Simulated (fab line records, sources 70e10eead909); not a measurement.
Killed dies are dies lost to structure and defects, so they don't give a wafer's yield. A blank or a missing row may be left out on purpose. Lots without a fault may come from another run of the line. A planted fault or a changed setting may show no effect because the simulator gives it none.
Chamber matching | flow nand_harc | NHARC_A_DECK1_JOINT_CMP_02 on cmp-03: 4 sister chambers
The step polishes SiOx. 7 wafers are shown with their chamber, then 8 later ones without.

WAFERS WITH THEIR CHAMBER
wafer  | chamber | motor_current_A (A)
L082.2 | 2       | 12.0
L085.3 | 3       | 12.8
L085.5 | 1       | 11.7
L089.2 | 0       | 12.4
L089.4 | 1       | 11.9
L089.5 | 0       | 12.7
L090.3 | 2       | 11.2

WAFERS WITHOUT THEIR CHAMBER
wafer  | motor_current_A (A)
L090.5 | 13.3
L090.6 | 12.8
L091.1 | 12.9
L091.2 | 13.8
L091.5 | 12.7
L093.1 | 11.5
L093.2 | 11.2
L093.6 | 11.7

WHICH CHAMBER EACH WENT THROUGH
wafer  | from the rows above     | in truth
L090.5 | can't be placed: 3 or 0 | 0
L090.6 | can't be placed: 3 or 0 | 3
L091.1 | can't be placed: 3 or 0 | 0
L091.2 | can't be placed: 3 or 0 | 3
L091.5 | can't be placed: 3 or 0 | 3
L093.1 | can't be placed: 2 or 1 | 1
L093.2 | can't be placed: 2 or 1 | 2
L093.6 | can't be placed: 2 or 1 | 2
Placed correctly: 0 of 8. Can't be placed from these rows: 8 (the true chamber is among the candidates in 8). Placed wrongly: 0.
How it was worked out, from the rows above alone: a wafer's distance from a chamber is the root of the sum, over the readings, of the square of ((its reading less the chamber's mean) divided by the reading's scatter). The wafer belongs to the nearest chamber; if the next one is less than 2 further off, it can't be placed. A chamber's mean is the mean of its shown wafers. The scatter: the root of (the sum of the squares of (reading less its chamber's mean) over the shown wafers, divided by (wafers less chambers)).
